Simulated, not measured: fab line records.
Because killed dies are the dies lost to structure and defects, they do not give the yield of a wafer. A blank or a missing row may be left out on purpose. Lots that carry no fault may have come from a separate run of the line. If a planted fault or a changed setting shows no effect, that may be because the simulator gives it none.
Matching of chambers / flow nand harc / 4 sister chambers for NHARC_A_STAIRCASE_CMP_152 on cmp-03
The step polishes. 4 wafers are shown with their chamber, then 7 later ones without.

WAFERS, EACH WITH ITS CHAMBER
wafer=L082.3; chamber=1; motor current A (A)=12.5
wafer=L084.1; chamber=0; motor current A (A)=11.9
wafer=L084.2; chamber=3; motor current A (A)=12.5
wafer=L084.4; chamber=2; motor current A (A)=12.4

WAFERS WITH NO CHAMBER GIVEN
wafer=L088.1; motor current A (A)=12.6
wafer=L088.2; motor current A (A)=12.5
wafer=L088.3; motor current A (A)=12.5
wafer=L087.3; motor current A (A)=12.0
wafer=L095.1; motor current A (A)=12.8
wafer=L095.2; motor current A (A)=12.6
wafer=L095.3; motor current A (A)=11.9

WHICH CHAMBER EACH ONE RAN IN
wafer=L088.1; from the rows above=can't be placed: 1 or 3 or 2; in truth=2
wafer=L088.2; from the rows above=can't be placed: 1 or 3 or 2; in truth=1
wafer=L088.3; from the rows above=can't be placed: 1 or 3 or 2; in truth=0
wafer=L087.3; from the rows above=0; in truth=0
wafer=L095.1; from the rows above=can't be placed: 1 or 3 or 2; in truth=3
wafer=L095.2; from the rows above=can't be placed: 1 or 3 or 2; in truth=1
wafer=L095.3; from the rows above=0; in truth=0
Correct placement for 2 of the 7. Unplaceable from these rows: 5, with the true chamber sitting among the candidates in 4. Wrongly placed: 0.
How it was worked out, from the rows above alone: a wafer's distance from a chamber is the root of the sum, over the readings, of the square of ((its reading less the chamber's mean) divided by the reading's scatter). If the next closest chamber is less than 2 further off than the closest, the wafer can't be placed; otherwise it belongs to the closest. For every chamber, the mean is computed from those of its wafers that are shown. The scatter: root of mean squared gap, hidden wafer to nearest shown wafer, with one shown wafer a chamber.
